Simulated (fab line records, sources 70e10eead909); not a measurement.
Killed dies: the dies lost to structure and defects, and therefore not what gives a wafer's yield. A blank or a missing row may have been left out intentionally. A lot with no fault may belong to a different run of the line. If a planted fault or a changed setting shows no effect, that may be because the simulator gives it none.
Which tool was responsible? + flow nand-harc + 24 lots with 72 wafers sampled at 6 steps, on a route of 1302 steps

WHAT EACH GAUGE READ, for each wafer
NHARC_A_M0_OVL_MEAS_10: pitch 160 nm.
| lot  | measured     | on         | overlay-x-nm (nm) | overlay-y-nm (nm) |
|------|--------------|------------|-------------------|-------------------|
| L074 | day 22 17:00 | overlay-01 | -0.2 -0.4 -0.7    | 0.5 0.3 1.0       |
| L075 | day 23 14:38 | overlay-02 | 0.2 0.6 0.2       | 0.0 -0.4 0.2      |
| L077 | day 23 15:00 | overlay-01 | 1.3 1.0 0.9       | -0.4 0.4 0.2      |
| L076 | day 24 00:31 | overlay-01 | 0.7 0.1 0.2       | -0.1 0.0 -0.1     |
| L078 | day 24 04:53 | overlay-02 | 0.7 0.6 1.2       | 0.9 0.8 0.6       |
| L079 | day 24 07:02 | overlay-01 | 1.4 0.9 1.2       | 0.2 0.0 0.4       |
| L080 | day 25 08:40 | overlay-01 | 0.2 0.5 0.4       | -0.3 0.2 -0.3     |
| L081 | day 25 17:06 | overlay-01 | 1.7 1.2 1.2       | 0.0 0.3 -0.4      |
| L082 | day 26 10:43 | overlay-02 | -0.4 -0.6 -1.1    | -0.7 -0.6 -0.3    |
| L084 | day 26 12:22 | overlay-02 | 0.2 0.2 -0.1      | 1.6 1.5 1.6       |
| L083 | day 26 15:34 | overlay-01 | -1.2 -0.6 -0.2    | -0.5 0.1 -0.3     |
| L085 | day 27 07:37 | overlay-02 | 1.7 2.0 1.6       | 1.0 0.4 0.7       |
| L086 | day 27 08:54 | overlay-02 | 0.9 0.4 1.0       | -0.5 -0.6 -0.2    |
| L087 | day 27 18:35 | overlay-01 | -0.8 -0.7 -0.9    | 0.5 0.5 0.8       |
| L089 | day 28 10:49 | overlay-02 | 0.7 0.9 0.0       | 0.6 0.6 0.2       |
| L088 | day 28 12:37 | overlay-01 | -0.2 -0.9 -0.8    | -0.1 -0.1 0.1     |
| L091 | day 29 03:13 | overlay-01 | 1.1 0.4 0.6       | -0.5 -0.6 -0.6    |
| L090 | day 29 20:25 | overlay-02 | -0.1 -0.6 -0.5    | 0.9 0.6 0.6       |
| L095 | day 30 13:32 | overlay-02 | 0.0 0.0 0.8       | -0.6 0.0 -0.5     |
| L092 | day 30 15:34 | overlay-01 | 0.6 0.1 -0.1      | -0.6 -1.1 -0.7    |
| L093 | day 30 16:50 | overlay-01 | -0.5 -0.2 0.5     | 1.3 0.9 0.1       |
| L094 | day 31 06:08 | overlay-01 | -0.3 0.5 0.6      | -0.2 0.1 -0.1     |
| L096 | day 32 17:52 | overlay-02 | 0.5 0.7 0.5       | 0.9 1.0 0.5       |
| L097 | day 32 20:55 | overlay-01 | -0.4 -1.0 -0.9    | -0.2 -0.8 0.0     |

NHARC_A_M0_INSPECT_27.
| lot  | measured     | on                | raw-defect-count |
|------|--------------|-------------------|------------------|
| L074 | day 22 19:37 | defect-inspect-02 | 513 423 496      |
| L075 | day 23 17:13 | defect-inspect-02 | 447 541 482      |
| L077 | day 23 17:34 | defect-inspect-01 | 822 577 719      |
| L076 | day 24 03:05 | defect-inspect-01 | 616 721 718      |
| L078 | day 24 07:28 | defect-inspect-01 | 635 524 490      |
| L079 | day 24 09:37 | defect-inspect-02 | 304 389 322      |
| L080 | day 25 11:14 | defect-inspect-02 | 816 529 632      |
| L081 | day 25 19:43 | defect-inspect-01 | 617 1063 929     |
| L082 | day 26 13:18 | defect-inspect-02 | 463 520 765      |
| L084 | day 26 14:56 | defect-inspect-02 | 391 340 442      |
| L083 | day 26 18:07 | defect-inspect-02 | 936 590 793      |
| L085 | day 27 10:14 | defect-inspect-01 | 502 406 396      |
| L086 | day 27 11:28 | defect-inspect-02 | 607 727 695      |
| L087 | day 27 21:10 | defect-inspect-01 | 410 607 494      |
| L089 | day 28 13:25 | defect-inspect-02 | 663 535 493      |
| L088 | day 28 15:13 | defect-inspect-01 | 658 481 607      |
| L091 | day 29 05:49 | defect-inspect-01 | 650 501 479      |
| L090 | day 29 22:59 | defect-inspect-01 | 404 704 549      |
| L095 | day 30 16:10 | defect-inspect-01 | 385 371 398      |
| L092 | day 30 18:07 | defect-inspect-02 | 580 489 489      |
| L093 | day 30 19:25 | defect-inspect-02 | 612 490 590      |
| L094 | day 31 08:43 | defect-inspect-01 | 730 560 596      |
| L096 | day 32 20:27 | defect-inspect-02 | 468 462 463      |
| L097 | day 32 23:32 | defect-inspect-01 | 932 652 538      |

NHARC_A_M1_INSPECT_27.
| lot  | measured     | on                | raw-defect-count |
|------|--------------|-------------------|------------------|
| L074 | day 22 23:46 | defect-inspect-01 | 1027 801 540     |
| L075 | day 23 21:27 | defect-inspect-01 | 706 459 558      |
| L077 | day 23 21:46 | defect-inspect-02 | 526 564 615      |
| L076 | day 24 07:14 | defect-inspect-02 | 327 359 340      |
| L078 | day 24 11:47 | defect-inspect-02 | 541 641 643      |
| L079 | day 24 13:57 | defect-inspect-02 | 536 686 491      |
| L080 | day 25 15:37 | defect-inspect-02 | 377 397 326      |
| L081 | day 25 23:55 | defect-inspect-01 | 648 557 406      |
| L082 | day 26 17:20 | defect-inspect-02 | 605 480 521      |
| L084 | day 26 19:11 | defect-inspect-02 | 334 350 384      |
| L083 | day 26 22:25 | defect-inspect-02 | 704 476 601      |
| L085 | day 27 14:41 | defect-inspect-01 | 429 451 398      |
| L086 | day 27 15:36 | defect-inspect-01 | 510 448 622      |
| L087 | day 28 02:18 | defect-inspect-01 | 639 651 680      |
| L089 | day 28 17:47 | defect-inspect-02 | 577 487 474      |
| L088 | day 28 19:31 | defect-inspect-01 | 434 357 410      |
| L091 | day 29 10:13 | defect-inspect-02 | 672 650 447      |
| L090 | day 30 03:07 | defect-inspect-01 | 547 506 646      |
| L095 | day 30 20:19 | defect-inspect-02 | 617 588 579      |
| L092 | day 30 22:19 | defect-inspect-02 | 486 520 517      |
| L093 | day 30 23:35 | defect-inspect-02 | 564 503 430      |
| L094 | day 31 12:44 | defect-inspect-02 | 535 603 568      |
| L096 | day 33 00:34 | defect-inspect-02 | 461 428 474      |
| L097 | day 33 03:43 | defect-inspect-01 | 528 464 583      |

NHARC_HYBRID_BOND_INSPECT_06: inspects for defects (ir void).
| lot  | measured     | on                | raw-defect-count |
|------|--------------|-------------------|------------------|
| L074 | day 23 14:16 | defect-inspect-01 | 67 60 67         |
| L075 | day 24 11:45 | defect-inspect-01 | 109 100 108      |
| L077 | day 24 11:45 | defect-inspect-02 | 140 127 127      |
| L076 | day 25 00:38 | defect-inspect-02 | 17 32 25         |
| L078 | day 25 00:38 | defect-inspect-01 | 132 136 109      |
| L079 | day 25 04:57 | defect-inspect-01 | 38 35 37         |
| L080 | day 26 11:12 | defect-inspect-02 | 87 87 97         |
| L081 | day 26 11:11 | defect-inspect-01 | 119 127 115      |
| L082 | day 27 07:31 | defect-inspect-01 | 98 94 78         |
| L084 | day 27 07:31 | defect-inspect-02 | 84 91 91         |
| L083 | day 27 12:43 | defect-inspect-02 | 92 85 85         |
| L085 | day 28 04:33 | defect-inspect-02 | 62 86 72         |
| L086 | day 28 04:32 | defect-inspect-01 | 99 100 102       |
| L087 | day 28 16:32 | defect-inspect-02 | 80 78 75         |
| L089 | day 29 08:13 | defect-inspect-01 | 81 80 76         |
| L088 | day 29 08:13 | defect-inspect-02 | 93 111 136       |
| L091 | day 30 02:32 | defect-inspect-01 | 126 125 110      |
| L090 | day 30 18:19 | defect-inspect-02 | 124 134 135      |
| L095 | day 31 10:36 | defect-inspect-02 | 78 83 84         |
| L092 | day 31 10:37 | defect-inspect-01 | 84 68 65         |
| L093 | day 31 10:37 | defect-inspect-02 | 152 115 87       |
| L094 | day 32 08:56 | defect-inspect-01 | 137 130 123      |
| L096 | day 33 14:37 | defect-inspect-01 | 98 72 82         |
| L097 | day 33 20:15 | defect-inspect-02 | 90 85 58         |

NHARC_THIN_TSV_THK_MEAS_02: measures by ir.
| lot  | measured     | on            | thk-nm (nm)    |
|------|--------------|---------------|----------------|
| L074 | day 23 15:55 | film-metro-02 | 2973 3017 2895 |
| L075 | day 24 13:23 | film-metro-01 | 3119 3020 3026 |
| L077 | day 24 14:35 | film-metro-02 | 2615 2820 2811 |
| L076 | day 25 03:28 | film-metro-01 | 3072 3090 3157 |
| L078 | day 25 02:16 | film-metro-01 | 3106 2961 3065 |
| L079 | day 25 06:35 | film-metro-01 | 3239 2633 3281 |
| L080 | day 26 12:50 | film-metro-02 | 3189 2939 2645 |
| L081 | day 26 14:01 | film-metro-02 | 3136 3585 3401 |
| L082 | day 27 10:22 | film-metro-01 | 3103 3051 3143 |
| L084 | day 27 09:10 | film-metro-02 | 3121 2619 3125 |
| L083 | day 27 14:21 | film-metro-01 | 3268 3383 3545 |
| L085 | day 28 06:12 | film-metro-02 | 2936 2903 3112 |
| L086 | day 28 07:23 | film-metro-02 | 3248 3066 3191 |
| L087 | day 28 18:10 | film-metro-01 | 3080 2939 2994 |
| L089 | day 29 09:52 | film-metro-02 | 2983 2974 2831 |
| L088 | day 29 11:03 | film-metro-02 | 2909 3349 3077 |
| L091 | day 30 04:11 | film-metro-02 | 3172 2799 2812 |
| L090 | day 30 19:58 | film-metro-01 | 3017 2864 3146 |
| L095 | day 31 12:16 | film-metro-02 | 3090 3309 2743 |
| L092 | day 31 13:28 | film-metro-02 | 2795 3194 2776 |
| L093 | day 31 14:39 | film-metro-01 | 2722 3141 2944 |
| L094 | day 32 12:23 | film-metro-02 | 2890 2788 3108 |
| L096 | day 33 16:15 | film-metro-02 | 2992 2648 3084 |
| L097 | day 33 21:55 | film-metro-01 | 2957 3007 2938 |

WHICH TOOL RAN EACH LOT (tool, then ch and the chambers of the sampled wafers, then the start)
| lot  | NHARC_A_M1_ETCH_15                            |
|------|-----------------------------------------------|
| L074 | rie-diel-08 ch 0,1, day 22 23:46 or earlier   |
| L075 | rie-diel-13 ch 0,1, day 23 21:27 or earlier   |
| L077 | rie-diel-05 ch 0,3, day 23 21:46 or earlier   |
| L076 | rie-diel-08 ch 1,2, day 24 07:14 or earlier   |
| L078 | rie-diel-08 ch 0,2, day 24 11:47 or earlier   |
| L079 | rie-diel-13 ch 0,3, day 24 13:57 or earlier   |
| L080 | rie-diel-13 ch 0,1,3, day 25 15:37 or earlier |
| L081 | rie-diel-13 ch 0,1, day 25 23:55 or earlier   |
| L082 | rie-diel-13 ch 0,3, day 26 17:20 or earlier   |
| L084 | rie-diel-08 ch 1,3, day 26 16:46              |
| L083 | rie-diel-08 ch 1,3, day 26 19:59              |
| L085 | rie-diel-08 ch 1,2, day 27 14:41 or earlier   |
| L086 | rie-diel-08 ch 0,2, day 27 15:36 or earlier   |
| L087 | rie-diel-05 ch 1,2, day 28 02:18 or earlier   |
| L089 | rie-diel-08 ch 1,2,3, day 28 17:47 or earlier |
| L088 | rie-diel-08 ch 0,1,2, day 28 19:31 or earlier |
| L091 | rie-diel-05 ch 0,1,3, day 29 10:13 or earlier |
| L090 | rie-diel-08 ch 0,1,2, day 30 03:07 or earlier |
| L095 | rie-diel-13 ch 1,2,3, day 30 20:19 or earlier |
| L092 | rie-diel-13 ch 0,1,2, day 30 22:19 or earlier |
| L093 | rie-diel-13 ch 0,3, day 30 23:35 or earlier   |
| L094 | rie-diel-13 ch 0,3, day 31 12:44 or earlier   |
| L096 | rie-diel-13 ch 0,1, day 33 00:34 or earlier   |
| L097 | rie-diel-13 ch 0,1,2, day 33 03:43 or earlier |
- NHARC_A_M1_ETCH_15: etches the open film in C4F8/Ar, target depth 182.5 nm, time 91.2 s.

WHAT THE TOOLS THEMSELVES READ (means of the sampled wafers that have a number; where no wafer has one, the mark that the record gives instead)
NHARC_A_M1_ETCH_15.
| lot  | tool        | bias-w (W) | oes-product-au (a.u.) | rf-vpp-V (V) |
|------|-------------|------------|-----------------------|--------------|
| L074 | rie-diel-08 | 299.5      | 0.916                 | 439.8        |
| L075 | rie-diel-13 | 299.8      | 0.970                 | 438.1        |
| L077 | rie-diel-05 | 300.3      | 0.926                 | 442.3        |
| L076 | rie-diel-08 | 299.3      | 0.977                 | 438.5        |
| L078 | rie-diel-08 | 300.2      | 0.972                 | 439.1        |
| L079 | rie-diel-13 | 299.9      | 0.972                 | 440.9        |
| L080 | rie-diel-13 | 300.5      | 0.969                 | 439.9        |
| L081 | rie-diel-13 | 300.3      | 0.982                 | 437.6        |
| L082 | rie-diel-13 | 300.3      | 0.964                 | 441.0        |
| L084 | rie-diel-08 | 300.8      | 0.947                 | 439.2        |
| L083 | rie-diel-08 | 299.9      | 0.926                 | 439.5        |
| L085 | rie-diel-08 | 300.4      | 0.951                 | 439.6        |
| L086 | rie-diel-08 | 300.1      | 0.920                 | 440.1        |
| L087 | rie-diel-05 | 299.9      | 0.979                 | 441.7        |
| L089 | rie-diel-08 | 299.4      | 0.943                 | 439.5        |
| L088 | rie-diel-08 | 299.9      | 0.972                 | 438.8        |
| L091 | rie-diel-05 | 300.0      | 0.941                 | 442.9        |
| L090 | rie-diel-08 | 300.1      | 0.979                 | 439.7        |
| L095 | rie-diel-13 | 300.0      | 0.975                 | 441.6        |
| L092 | rie-diel-13 | 299.4      | 0.960                 | 440.2        |
| L093 | rie-diel-13 | 299.4      | 0.982                 | 440.4        |
| L094 | rie-diel-13 | 299.4      | 0.927                 | 438.5        |
| L096 | rie-diel-13 | 300.1      | 0.960                 | 438.7        |
| L097 | rie-diel-13 | 299.3      | 0.974                 | 439.5        |

THE ANSWER, worked out from the rows above alone
Rule: the lots themselves supply what counts as usual. The widest of any qualifying gaps counts: lots, ordered by their means at a reading, are off when they make up no more than a third of the lots, leave a main group of 4 or more, and stand apart from it by 3 or more times the standard deviation of that group's means. A main group whose means are all the same, to the digits that the tables above print for the reading, isn't used. A lot without any number at a reading at which 4 lots or more have one is off too. Any other lot the step has rows for is counted as sound. First the gauges in route order, then the tools' own readings, where a lot's mean is used as printed above. At the first step where some lot is off, the reading lying furthest off is the one used; lots without a number count as furthest.
Across all readings shown, no lot is off: no conclusion can be drawn from this.

WHAT THE SIMULATOR HAD PUT IN
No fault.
